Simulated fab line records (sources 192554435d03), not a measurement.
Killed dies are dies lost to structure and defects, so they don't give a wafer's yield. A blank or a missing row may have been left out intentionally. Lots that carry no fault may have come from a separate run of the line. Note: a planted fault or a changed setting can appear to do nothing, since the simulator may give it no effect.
fab line records	flow n5-finfet	part 1 of 2: steps 1 to 4 of 6
[record] lots = 22	wafers = 66	last-day = 18
route steps=1938 shown BEOL_M5@1154 BEOL_M6@1216
lots with no fault: from the same line, run without faults
start-h: hours from the record's first day to the start of the lot's first wafer shown	wait-h: hours since the lot's step before	" unchanged from the row above	L1.1+2: a row that stands for several wafers	- no value, or no start was given	* or withheld: withheld	< > ~ a bound
route shown NAME@n: NAME is a module with steps in the file, n the number in the route of the first one	usual: average and standard deviation across the fault-free wafers	same: alike in all rows	chamber/n: place in a boat	sites: per-site readings	_std_site: the standard deviation of these	_edge_site: outer sites' mean less inner sites'	radius-mm: how far each site lies from the wafer's centre	mask NAME#n: copy n	behind: the tool/chamber that last shaped the wafer	hold: the reason the lot was held/the length of the hold in hours/how it ended	device: names the non-switching transistor (n, p or np)	end of line: at the end of the route, the tests of the same wafers	step lacking rows: just its recipe	killed: the dies lost at the first sort to structure and to defects; this is not the yield of the wafer	map: the dies of a wafer, with x for killed, . for not killed, _ for no die there
set.NAME: the setting the step ran with; set.NAME@STEP: the setting that earlier step ran with	model.NAME: the simulator's own value behind a step, which no gauge read
route steps across a sampled set of lots; one table per step, one row per wafer
services: from which hour (start-h, from the record's first day; less than 0 if before it) a tool's chamber was out of use, for how many hours, and why
[[steps]]
[step N5_BEOL_M5_ETCH_68]
[recipe] chemistry = N2/H2	target = SOC	target-depth-a = 800	overetch-a = 160	mask-material = SiARC	temp-c = 40	time-s = 120	ion-energy-ev = 200	pressure-mtorr = 30	source-w = 840	bias-w = 150	n2-flow-sccm = 200	h2-flow-sccm = 200
[usual] drypump-motor-current-A = 5.67/0.29	oes-product-au = 0.60/0.075	rf-vpp-V = 523.8/2.5	showerhead-plenum-p-Torr = 2.54/0.087	temp-c = 40.01/0.12	throttle-valve-pct = 17.82/0.21
lot.wafer	tool	chamber	start-h	wait-h	drypump-motor-current-A	oes-product-au	rf-hours-counter-h	rf-vpp-V	showerhead-plenum-p-Torr	temp-c	throttle-valve-pct
L074.3	rie-diel-02	0	205.75	0.0	5.32	0.55	189	521.6	2.43	40.11	17.91
L074.4	"	1	"	"	5.88	0.51	-	525.9	2.62	40.01	17.88
L074.5	"	2	"	"	5.70	0.52	-	527.1	2.62	39.94	18.04
L076.1	rie-diel-02	0	211.24	0.0	5.29	0.56	191	520.5	2.43	40.12	17.91
L076.2	"	1	"	"	5.84	0.51	246	525.6	2.62	40.07	17.88
L076.5	"	3	"	"	5.49	0.73	-	523.3	2.49	39.92	17.78
L075.3	rie-diel-04	0	211.29	0.0	5.72	0.55	194	523.0	2.51	39.88	18.07
L075.4	"	2	"	"	5.77	0.74	1	523.2	2.51	39.92	17.54
L075.6	"	1	"	"	5.94	0.55	-	526.9	2.66	40.06	17.87
L079.1	rie-diel-02	3	216.52	0.0	5.49	0.72	3	524.4	2.49	40.01	17.79
L079.3	"	0	"	"	5.33	0.56	193	520.4	2.43	39.86	17.92
L079.5	"	1	"	"	5.83	0.52	-	526.5	2.62	39.96	17.88
L077.1	rie-diel-04	3	216.69	0.0	5.49	0.54	229	520.2	2.41	39.94	18.17
L077.3	"	0	"	"	5.72	0.55	195	524.6	2.51	40.05	18.07
L077.6	"	2	"	"	5.78	0.73	-	521.5	2.51	39.88	17.55
L081.1	rie-diel-04	3	220.48	0.0	5.49	0.55	230	518.8	2.41	39.96	18.16
L081.3	"	0	"	"	5.70	0.55	196	522.7	2.51	39.93	18.06
L081.6	"	3	"	"	5.53	0.53	-	520.2	2.41	39.96	18.15
L082.1	rie-diel-04	3	223.44	0.0	5.49	0.54	231	520.6	2.41	39.90	18.16
L082.4	"	1	"	"	5.94	0.55	182	525.6	2.66	40.01	17.87
L082.5	"	1	"	"	5.95	0.55	-	525.4	2.65	39.86	17.87
L080.1	rie-diel-04	3	223.87	0.0	5.50	0.53	231	520.6	2.41	40.13	18.16
L080.4	"	2	"	"	5.76	0.72	4	523.8	2.51	40.18	17.55
L080.5	"	0	"	"	5.69	0.55	-	523.1	2.51	40.00	18.06
L078.1	rie-diel-02	2	249.79	0.0	5.68	0.71	6	525.4	2.62	39.73	17.60
L078.4	"	0	"	"	5.30	0.55	-	521.6	2.43	39.82	17.93
L078.5	"	3	"	"	5.52	0.69	-	522.7	2.49	40.00	17.81
L084.2	rie-diel-05	1	252.76	0.0	5.12	0.64	56	526.5	2.58	40.01	17.60
L084.5	"	1	"	"	5.11	0.64	-	524.6	2.58	40.04	17.58
L084.6	"	0	"	"	5.33	0.55	-	524.6	2.51	40.30	17.67
L085.2	rie-diel-04	0	257.96	0.0	5.69	0.55	205	525.0	2.51	40.09	18.08
L085.3	"	1	"	"	5.92	0.54	191	526.5	2.65	39.95	17.89
L085.5	"	1	"	"	5.92	0.54	-	524.8	2.65	39.88	17.89
L086.2	rie-diel-04	0	260.32	0.0	5.69	0.55	206	523.4	2.51	40.11	18.07
L086.3	"	3	"	"	5.48	0.54	239	520.5	2.40	40.09	18.20
L086.6	"	1	"	"	5.96	0.54	-	527.5	2.65	40.18	17.89
L087.3	rie-diel-04	1	282.16	0.0	5.97	0.54	197	527.6	2.65	40.10	17.91
L087.4	"	3	"	"	5.50	0.53	245	519.9	2.40	39.80	18.20
L087.5	"	3	"	"	5.50	0.53	-	518.5	2.40	39.85	18.19
L088.1	rie-diel-05	3	282.24	0.0	6.31	0.69	26	528.7	2.72	39.93	17.91
L088.2	"	2	"	"	5.87	0.55	180	523.7	2.52	39.80	17.56
L088.3	"	1	"	"	5.12	0.63	63	525.0	2.58	40.05	17.61
L089.1	rie-diel-05	2	284.26	0.0	5.91	0.55	181	521.8	2.52	40.00	17.56
L089.3	"	0	"	"	5.34	0.55	197	521.5	2.51	40.07	17.70
L089.5	"	2	"	"	5.88	0.55	-	524.4	2.52	40.01	17.56
L090.1	rie-diel-04	0	288.82	0.0	5.69	0.54	213	523.9	2.50	39.94	18.09
L090.2	"	1	"	"	5.93	0.54	199	527.8	2.65	40.04	17.91
L090.6	"	0	"	"	5.71	0.54	-	523.3	2.50	39.99	18.08
L091.1	rie-diel-02	3	303.92	0.0	5.48	0.67	24	522.8	2.48	39.96	17.84
L091.4	"	1	"	"	5.86	0.70	16	524.2	2.61	39.96	17.39
L091.5	"	3	"	"	5.49	0.67	-	523.5	2.48	39.94	17.83
L092.2	rie-diel-04	2	303.98	0.0	5.75	0.68	22	523.5	2.51	39.98	17.58
L092.4	"	1	"	"	5.94	0.54	-	525.8	2.64	39.93	17.93
L092.6	"	0	"	"	5.68	0.54	-	523.0	2.50	39.98	18.11
L093.2	rie-diel-05	0	309.35	0.0	5.32	0.54	204	523.4	2.51	40.09	17.70
L093.3	"	3	"	"	6.30	0.67	35	528.1	2.71	40.10	17.94
L093.6	"	3	"	"	6.32	0.69	-	527.1	2.71	40.22	17.92
L095.4	rie-diel-05	2	312.58	0.0	5.87	0.55	190	524.8	2.51	40.05	17.57
L095.5	"	1	"	"	5.10	0.62	-	525.3	2.57	40.11	17.62
L095.6	"	0	"	"	5.34	0.54	-	523.8	2.51	40.09	17.70
L097.2	rie-diel-02	3	328.06	0.0	5.47	0.66	35	522.2	2.48	40.02	17.83
L097.3	"	2	"	"	5.67	0.67	34	524.2	2.60	40.11	17.62
L097.6	"	1	"	"	5.83	0.69	-	525.6	2.61	40.12	17.42
L096.1	rie-diel-04	0	328.78	0.0	5.68	0.53	228	524.0	2.50	40.10	18.11
L096.3	"	2	"	"	5.81	0.67	32	522.8	2.50	39.77	17.59
L096.5	"	1	"	"	5.93	0.53	-	523.9	2.64	40.06	17.94
[step N5_BEOL_M5_VIA_ETCH_34]
[recipe] chemistry = C4F6/O2	target = SiCOH_lowk	target-depth-a = 883	mask-material = SOC	taper-deg = 4	time-s = 39.2	ion-energy-ev = 250	pressure-mtorr = 30	source-w = 345	bias-w = 185	Ar_flow_sccm = 300	C4F6_flow_sccm = 10	O2_flow_sccm = 10
[usual] drypump-motor-current-A = 5.66/0.29	oes_o_777_au = 0.77/0.097	oes-product-au = 0.78/0.1	rf-vpp-V = 670/7.2	showerhead-plenum-p-Torr = 2.84/0.094	throttle-valve-pct = 20.87/0.21
lot.wafer	tool	chamber	start-h	wait-h	drypump-motor-current-A	oes_o_777_au	oes-product-au	rf-hours-counter-h	rf-vpp-V	showerhead-plenum-p-Torr	throttle-valve-pct
L074.3	rie-diel-02	0	205.85	0.0	5.32	0.72	0.72	189	672	2.69	20.81
L074.4	"	1	"	"	5.85	0.66	0.66	-	665	2.93	20.92
L074.5	"	2	"	"	5.68	0.68	0.67	-	672	2.92	20.97
L076.1	rie-diel-02	0	211.34	0.0	5.30	0.73	0.72	191	672	2.69	20.81
L076.2	"	1	"	"	5.82	0.66	0.66	246	667	2.93	20.93
L076.5	"	3	"	"	5.48	0.92	0.97	-	669	2.79	20.89
L075.3	rie-diel-04	0	211.39	0.0	5.70	0.69	0.70	194	677	2.83	21.29
L075.4	"	2	"	"	5.79	0.93	0.96	1	663	2.82	20.61
L075.6	"	1	"	"	5.96	0.69	0.72	-	673	2.95	20.82
L079.1	rie-diel-02	3	216.62	0.0	5.50	0.92	0.96	3	668	2.79	20.91
L079.3	"	0	"	"	5.30	0.72	0.72	193	671	2.69	20.83
L079.5	"	1	"	"	5.82	0.66	0.66	-	667	2.93	20.95
L077.1	rie-diel-04	3	216.79	0.0	5.48	0.71	0.70	229	673	2.68	21.11
L077.3	"	0	"	"	5.70	0.69	0.69	195	677	2.83	21.29
L077.6	"	2	"	"	5.72	0.92	0.95	-	661	2.82	20.62
L081.1	rie-diel-04	3	220.58	0.0	5.50	0.71	0.72	230	675	2.68	21.10
L081.3	"	0	"	"	5.68	0.69	0.70	196	678	2.83	21.28
L081.6	"	3	"	"	5.50	0.71	0.71	-	675	2.68	21.11
L082.1	rie-diel-04	3	223.54	0.0	5.51	0.71	0.70	231	674	2.68	21.12
L082.4	"	1	"	"	5.93	0.68	0.71	182	674	2.95	20.82
L082.5	"	1	"	"	5.93	0.69	0.71	-	673	2.95	20.83
L080.1	rie-diel-04	3	223.97	0.0	5.50	0.71	0.71	231	673	2.68	21.12
L080.4	"	2	"	"	5.74	0.92	0.95	4	663	2.82	20.62
L080.5	"	0	"	"	5.68	0.69	0.69	-	677	2.83	21.27
L078.1	rie-diel-02	2	249.89	0.0	5.68	0.95	0.94	6	672	2.92	20.56
L078.4	"	0	"	"	5.29	0.72	0.70	-	673	2.69	20.83
L078.5	"	3	"	"	5.48	0.89	0.92	-	669	2.78	20.94
L084.2	rie-diel-05	1	252.86	0.0	5.11	0.83	0.84	56	665	2.89	20.69
L084.5	"	1	"	"	5.08	0.84	0.83	-	666	2.89	20.66
L084.6	"	0	"	"	5.33	0.69	0.71	-	675	2.83	20.84
L085.2	rie-diel-04	0	258.06	0.0	5.67	0.68	0.69	205	678	2.83	21.30
L085.3	"	1	"	"	5.97	0.68	0.71	191	674	2.95	20.84
L085.5	"	1	"	"	5.96	0.67	0.72	-	673	2.95	20.85
L086.2	rie-diel-04	0	260.42	0.0	5.69	0.68	0.69	206	675	2.82	21.30
L086.3	"	3	"	"	5.48	0.71	0.69	239	674	2.68	21.13
L086.6	"	1	"	"	5.94	0.67	0.71	-	675	2.95	20.84
L087.3	rie-diel-04	1	282.26	0.0	5.94	0.67	0.71	197	674	2.94	20.86
L087.4	"	3	"	"	5.50	0.70	0.69	245	674	2.68	21.13
L087.5	"	3	"	"	5.49	0.70	0.69	-	674	2.68	21.12
L088.1	rie-diel-05	3	282.34	0.0	6.31	0.87	0.91	26	683	3.01	20.91
L088.2	"	2	"	"	5.85	0.73	0.72	180	654	2.83	20.71
L088.3	"	1	"	"	5.09	0.83	0.83	63	665	2.88	20.69
L089.1	rie-diel-05	2	284.36	0.0	5.85	0.73	0.71	181	655	2.83	20.72
L089.3	"	0	"	"	5.32	0.68	0.71	197	675	2.82	20.85
L089.5	"	2	"	"	5.86	0.73	0.72	-	653	2.83	20.72
L090.1	rie-diel-04	0	288.92	0.0	5.67	0.68	0.70	213	677	2.82	21.32
L090.2	"	1	"	"	5.93	0.67	0.70	199	674	2.94	20.86
L090.6	"	0	"	"	5.69	0.68	0.69	-	677	2.82	21.31
L091.1	rie-diel-02	3	304.03	0.0	5.48	0.86	0.90	24	668	2.78	20.94
L091.4	"	1	"	"	5.81	0.89	0.90	16	667	2.92	20.53
L091.5	"	3	"	"	5.49	0.85	0.89	-	667	2.78	20.94
L092.2	rie-diel-04	2	304.08	0.0	5.83	0.87	0.89	22	660	2.81	20.64
L092.4	"	1	"	"	5.91	0.67	0.70	-	675	2.94	20.87
L092.6	"	0	"	"	5.68	0.67	0.68	-	678	2.82	21.33
L093.2	rie-diel-05	0	309.45	0.0	5.35	0.68	0.71	205	674	2.82	20.85
L093.3	"	3	"	"	6.33	0.86	0.89	35	684	3.01	20.93
L093.6	"	3	"	"	6.33	0.86	0.89	-	682	3.01	20.95
L095.4	rie-diel-05	2	312.68	0.0	5.86	0.72	0.71	190	654	2.82	20.76
L095.5	"	1	"	"	5.09	0.81	0.82	-	667	2.88	20.71
L095.6	"	0	"	"	5.32	0.68	0.71	-	675	2.82	20.84
L097.2	rie-diel-02	3	328.16	0.0	5.47	0.84	0.87	35	668	2.77	20.94
L097.3	"	2	"	"	5.67	0.89	0.87	34	671	2.91	20.60
L097.6	"	1	"	"	5.83	0.88	0.89	-	667	2.92	20.54
L096.1	rie-diel-04	0	328.88	0.0	5.68	0.66	0.67	228	677	2.81	21.34
L096.3	"	2	"	"	5.78	0.85	0.88	32	660	2.81	20.66
L096.5	"	1	"	"	5.91	0.65	0.69	-	672	2.94	20.85
[step N5_BEOL_M5_SURFACE_TREAT_87]
[recipe] gas = Ar	time-s = *	ion-energy-ev = *	ion-current-ma-cm2 = 0.5	pressure-mtorr = *	ar-flow-sccm = 30
[usual] ar-flow-sccm = 29.98/0.089	throttle-valve-pct = *
lot.wafer	tool	chamber	start-h	wait-h	ar-flow-sccm	throttle-valve-pct
L074.3	pvd-sputter-01	-	207.37	0.2	29.95	*
L074.4	"	-	"	"	29.86	*
L074.5	"	-	"	"	30.06	*
L076.1	pvd-sputter-01	-	212.61	0.1	30.03	*
L076.2	"	-	"	"	30.02	*
L076.5	"	-	"	"	29.92	*
L075.3	pvd-sputter-02	-	212.85	0.2	30.02	*
L075.4	"	-	"	"	29.88	*
L075.6	"	-	"	"	29.99	*
L079.1	pvd-sputter-02	-	217.77	0.1	30.07	*
L079.3	"	-	"	"	29.85	*
L079.5	"	-	"	"	29.92	*
L077.1	pvd-sputter-02	-	218.03	0.2	30.05	*
L077.3	"	-	"	"	30.05	*
L077.6	"	-	"	"	30.00	*
L081.1	pvd-sputter-01	-	221.68	0.1	30.15	*
L081.3	"	-	"	"	29.98	*
L081.6	"	-	"	"	30.09	*
L082.1	pvd-sputter-01	-	225.17	0.2	29.97	*
L082.4	"	-	"	"	29.86	*
L082.5	"	-	"	"	29.92	*
L080.1	pvd-sputter-02	-	227.46	2.1	29.79	*
L080.4	"	-	"	"	29.93	*
L080.5	"	-	"	"	29.98	*
L078.1	pvd-sputter-01	-	251.81	0.7	29.99	*
L078.4	"	-	"	"	29.93	*
L078.5	"	-	"	"	29.96	*
L084.2	pvd-sputter-02	-	254.44	0.2	30.01	*
L084.5	"	-	"	"	29.92	*
L084.6	"	-	"	"	29.90	*
L085.2	pvd-sputter-03	-	259.55	0.2	29.91	*
L085.3	"	-	"	"	30.01	*
L085.5	"	-	"	"	29.93	*
L086.2	pvd-sputter-02	-	261.61	0.1	30.08	*
L086.3	"	-	"	"	30.08	*
L086.6	"	-	"	"	29.87	*
L087.3	pvd-sputter-01	-	284.01	0.1	29.85	*
L087.4	"	-	"	"	30.01	*
L087.5	"	-	"	"	30.07	*
L088.1	pvd-sputter-01	-	284.59	0.3	29.80	*
L088.2	"	-	"	"	29.93	*
L088.3	"	-	"	"	29.81	*
L089.1	pvd-sputter-03	-	285.80	0.2	29.91	*
L089.3	"	-	"	"	29.93	*
L089.5	"	-	"	"	29.75	*
L090.1	pvd-sputter-01	-	290.41	0.2	29.91	*
L090.2	"	-	"	"	30.04	*
L090.6	"	-	"	"	29.89	*
L091.1	pvd-sputter-01	-	305.34	0.2	29.99	*
L091.4	"	-	"	"	30.07	*
L091.5	"	-	"	"	29.90	*
L092.2	pvd-sputter-03	-	307.37	1.3	30.00	*
L092.4	"	-	"	"	30.07	*
L092.6	"	-	"	"	30.02	*
L093.2	pvd-sputter-02	-	310.90	0.2	30.06	*
L093.3	"	-	"	"	30.07	*
L093.6	"	-	"	"	30.03	*
L095.4	pvd-sputter-03	-	314.71	0.3	29.89	*
L095.5	"	-	"	"	30.12	*
L095.6	"	-	"	"	29.97	*
L097.2	pvd-sputter-02	-	330.18	0.4	29.96	*
L097.3	"	-	"	"	30.01	*
L097.6	"	-	"	"	29.99	*
L096.1	pvd-sputter-03	-	330.82	0.3	30.13	*
L096.3	"	-	"	"	29.97	*
L096.5	"	-	"	"	29.97	*
[step N5_BEOL_M5_SPUTTER_81]
[recipe] material = Cu	target-thk-a = 150	temp-c = -20	chamber-pressure-pa = 0.07	power-w = withheld	time-s = 27.62
[usual] susceptor-temp-C = -20.01/0.12	throttle-valve-pct = 30.1/1.4
lot.wafer	tool	chamber	start-h	wait-h	susceptor-temp-C	throttle-valve-pct
L074.3	pvd-sputter-03	-	208.75	0.5	-19.91	30.1
L074.4	"	-	"	"	-20.26	29.2
L074.5	"	-	"	"	-20.03	29.4
L076.1	pvd-sputter-02	-	214.02	0.5	-19.95	29.7
L076.2	"	-	"	"	-20.08	30.9
L076.5	"	-	"	"	-19.85	29.7
L075.3	pvd-sputter-03	-	215.48	0.5	-20.23	29.5
L075.4	"	-	"	"	-20.11	30.0
L075.6	"	-	"	"	-20.10	27.4
L079.1	pvd-sputter-02	-	219.69	0.5	-20.29	29.5
L079.3	"	-	"	"	-20.07	30.5
L079.5	"	-	"	"	-20.15	29.7
L077.1	pvd-sputter-03	-	221.74	0.5	-19.98	33.7
L077.3	"	-	"	"	-20.10	30.3
L077.6	"	-	"	"	-19.97	33.4
L081.1	pvd-sputter-02	-	224.12	0.5	-19.91	31.3
L081.3	"	-	"	"	-20.09	30.1
L081.6	"	-	"	"	-20.23	30.0
L082.1	pvd-sputter-01	-	226.47	0.5	-19.82	29.5
L082.4	"	-	"	"	-19.91	28.9
L082.5	"	-	"	"	-20.15	31.2
L080.1	pvd-sputter-02	-	228.87	0.5	-19.95	29.6
L080.4	"	-	"	"	-20.04	30.0
L080.5	"	-	"	"	-20.23	30.7
L078.1	pvd-sputter-01	-	253.50	0.5	-19.75	29.1
L078.4	"	-	"	"	-19.87	31.1
L078.5	"	-	"	"	-19.83	28.7
L084.2	pvd-sputter-01	-	258.00	0.5	-19.89	29.5
L084.5	"	-	"	"	-19.92	30.6
L084.6	"	-	"	"	-19.93	30.9
L085.2	pvd-sputter-03	-	260.91	0.5	-20.20	27.4
L085.3	"	-	"	"	-19.90	30.1
L085.5	"	-	"	"	-20.00	29.9
L086.2	pvd-sputter-02	-	263.04	0.5	-20.14	29.5
L086.3	"	-	"	"	-20.00	31.0
L086.6	"	-	"	"	-19.90	31.0
L087.3	pvd-sputter-02	-	285.41	0.5	-19.97	29.6
L087.4	"	-	"	"	-20.09	30.4
L087.5	"	-	"	"	-19.86	29.6
L088.1	pvd-sputter-01	-	285.91	0.5	-20.16	29.5
L088.2	"	-	"	"	-20.19	30.5
L088.3	"	-	"	"	-20.28	31.1
L089.1	pvd-sputter-03	-	287.20	0.5	-19.95	29.5
L089.3	"	-	"	"	-19.83	27.4
L089.5	"	-	"	"	-19.99	27.5
L090.1	pvd-sputter-03	-	292.03	0.5	-20.01	29.4
L090.2	"	-	"	"	-19.89	27.6
L090.6	"	-	"	"	-19.85	29.2
L091.1	pvd-sputter-02	-	306.72	0.5	-19.80	30.5
L091.4	"	-	"	"	-20.23	31.3
L091.5	"	-	"	"	-20.03	31.1
L092.2	pvd-sputter-01	-	309.07	0.5	-19.93	30.9
L092.4	"	-	"	"	-20.04	29.1
L092.6	"	-	"	"	-19.98	28.9
L093.2	pvd-sputter-02	-	312.41	0.5	-19.91	29.4
L093.3	"	-	"	"	-19.98	31.1
L093.6	"	-	"	"	-20.11	29.9
L095.4	pvd-sputter-03	-	316.14	0.5	-19.95	29.6
L095.5	"	-	"	"	-20.19	27.4
L095.6	"	-	"	"	-19.93	29.5
L097.2	pvd-sputter-02	-	331.49	0.5	-20.03	30.7
L097.3	"	-	"	"	-19.94	29.9
L097.6	"	-	"	"	-20.20	31.1
L096.1	pvd-sputter-03	-	332.24	0.5	-19.95	27.6
L096.3	"	-	"	"	-19.73	29.3
L096.5	"	-	"	"	-20.07	27.5
